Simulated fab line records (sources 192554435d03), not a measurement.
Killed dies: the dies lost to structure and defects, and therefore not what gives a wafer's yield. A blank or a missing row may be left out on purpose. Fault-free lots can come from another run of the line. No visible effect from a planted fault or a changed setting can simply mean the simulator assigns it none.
Split-lot experiment ; flow n5_finfet ; 39 wafers read from 7 lots, route of 1938 steps

== THE SPLIT ITSELF ==
At N5_FIN_SAQP_SPACER1_ALD_24 (deposits SiO2, target thk 20.3 nm, pulse time 1 s, purge time 2 s), the setting ald_cycles was moved away from the recipe's 218 on 15 of the 39 wafers read, by -49.1% to +38.1%. All remaining wafers had this setting at the recipe value.

== FROM THE SPLIT TO THE READING: what the file shows between them, 2 steps ==
- N5_FIN_SAQP_SPACER1_ETCHBACK_25: etches SiO2 in CHF3/O2, target depth 24.4 nm, time 12.2 s
- N5_FIN_SAQP_MANDREL1_REMOVE_56: chemistry HBr/Cl2/O2, target a-Si, stops on SiNx, bt time 10 s

== THE READING ==
cd_nm (nm) at N5_FIN_SAQP_CD_MEAS_27, where the cd target is 20 nm. A value of 20.37 nm with a standard deviation of 0.29 nm is what fault-free wafers of this fab line usually give.

wafer;tool, chamber at the split;ald_cycles as run;against the recipe;cd_nm, nm;against lot-mates on the recipe
L077.1;ald_sin-04, 3,0,0;301;+38.1%;28.23;+7.69
L077.2;ald_sin-04, 1,2,1;218;recipe;20.73;-
L077.3;ald_sin-04, 3,0,0;301;+38.1%;28.35;+7.81
L077.4;ald_sin-04, 1,2,1;218;recipe;20.63;-
L077.5;ald_sin-04, 3,0,0;301;+38.1%;28.58;+8.04
L077.6;ald_sin-04, 1,2,1;218;recipe;20.27;-
L083.1;ald_sin-03, 1,0;171;-21.6%;15.70;-4.84
L083.2;ald_sin-03, 1,0;171;-21.6%;15.81;-4.73
L083.3;ald_sin-03, 2,0;218;recipe;20.49;-
L083.4;ald_sin-03, 3;171;-21.6%;15.94;-4.60
L083.5;ald_sin-03, 2,0;218;recipe;20.50;-
L083.6;ald_sin-03, 1;218;recipe;20.63;-
L086.1;ald_sin-03, 0,2;218;recipe;19.98;-
L086.2;ald_sin-03, 3;218;recipe;20.17;-
L086.3;ald_sin-03, 1,2;115;-47.2%;10.18;-9.96
L086.4;ald_sin-03, 0,2;218;recipe;20.27;-
L086.5;ald_sin-03, 1;115;-47.2%;10.20;-9.94
L086.6;ald_sin-03, 1,2;115;-47.2%;10.80;-9.34
L090.1;ald_sin-03, 3,0,1;111;-49.1%;10.50;-10.01
L090.2;ald_sin-03, 3,0,1;111;-49.1%;10.51;-10.00
L090.3;ald_sin-03, 1,2,2;218;recipe;20.43;-
L090.4;ald_sin-03, 1,2,2;218;recipe;20.26;-
L090.5;ald_sin-03, 3,0,1;111;-49.1%;10.61;-9.90
L090.6;ald_sin-03, 1,2,2;218;recipe;20.84;-
L092.1;ald_sin-01, 3,2,0,0,3;218;recipe;19.93;-
L092.2;ald_sin-01, 1;218;recipe;20.17;-
L092.3;ald_sin-01, 3,2,0,0,3;218;recipe;20.02;-
L092.4;ald_sin-01, 3,2,0,0,3;218;recipe;20.05;-
L092.5;ald_sin-01, 3,2,0,0,3;218;recipe;19.89;-
L092.6;ald_sin-01, 3,2,0,0,3;218;recipe;20.33;-
L094.1;ald_sin-04, 2,0,0;218;recipe;20.42;-
L094.2;ald_sin-04, 1,3,3;152;-30.3%;14.67;-5.67
L094.3;ald_sin-04, 1,3,3;152;-30.3%;14.07;-6.27
L094.4;ald_sin-04, 2,0,0;218;recipe;20.43;-
L094.5;ald_sin-04, 2,0,0;218;recipe;20.16;-
L094.6;ald_sin-04, 1,3,3;152;-30.3%;14.29;-6.05
L096.3;ald_sin-01, 1;218;recipe;19.88;-
L096.4;ald_sin-01, 2,3;218;recipe;19.96;-
L096.5;ald_sin-01, 2,3;218;recipe;20.35;-
Rows listing several chambers each stand for several wafers; the file does not say which wafer went through which chamber.

THE FIT
A straight line over all 39 wafers: cd_nm changes by +0.206 nm for each +1% of ald_cycles; r = +1.00; the points scatter about the line by 0.29 nm.
The same after taking each lot's own level away (the mean of its wafers on the recipe; 39 wafers): +0.205 nm for each +1%; r = +1.00; scatter 0.21 nm.
Per that fit: largest ald_cycles move, reading shift of 10 nm.
Measured against the standard deviation above, the lots' own levels, which go from 20.063 to 20.543 nm, span 1.7 times it.
So the lot-to-lot level changes the slope little: the two slopes agree.
Check: with one of the wafers moved furthest among these (-49.1%) left out of the fit, the line predicts -10.1 nm for it against its lot-mates. Against them it came out at -10 nm.

== ADDITIONAL SPLITS CARRIED BY THESE WAFERS ==
Other splits were also applied to these wafers ahead of the reading. Each is held against what the fit with the lots' levels taken away leaves over:
other split on the same wafers;wafers away from the commonest value;r with cd_nm (lot level and that fit taken away)
N5_ZERO_LAYER_PECVD_02 time_s;15;-0.21

== THE WHOLE CHAIN: every reading that the file lists as answering this split, in the file's order ==
step;what it does;reading;change (the file's fit);r (the file's)
N5_FIN_SAQP_SPACER1_ALD_24;deposits SiO2, target thk 20.3 nm, pulse time 1 s, purge time 2 s;SiO2_of_FIN_SAQP_SPACER1_ALD_24.thk_nm (the simulator's own value, which no gauge read);+0.203 nm for each +1% of the setting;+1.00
N5_FIN_SAQP_MANDREL1_REMOVE_56;chemistry HBr/Cl2/O2, target a-Si, stops on SiNx, bt time 10 s;FIN_SAQP.cd_nm (the simulator's own value, which no gauge read);+0.202 nm for each +1% of the setting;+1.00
N5_FIN_SAQP_CD_MEAS_27;target cd 20 nm;cd_nm;+0.205 nm for each +1% of the setting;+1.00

== FILE'S OWN FIT ==
cd_nm changes by +0.205 nm for each +1% of ald_cycles, r = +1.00.
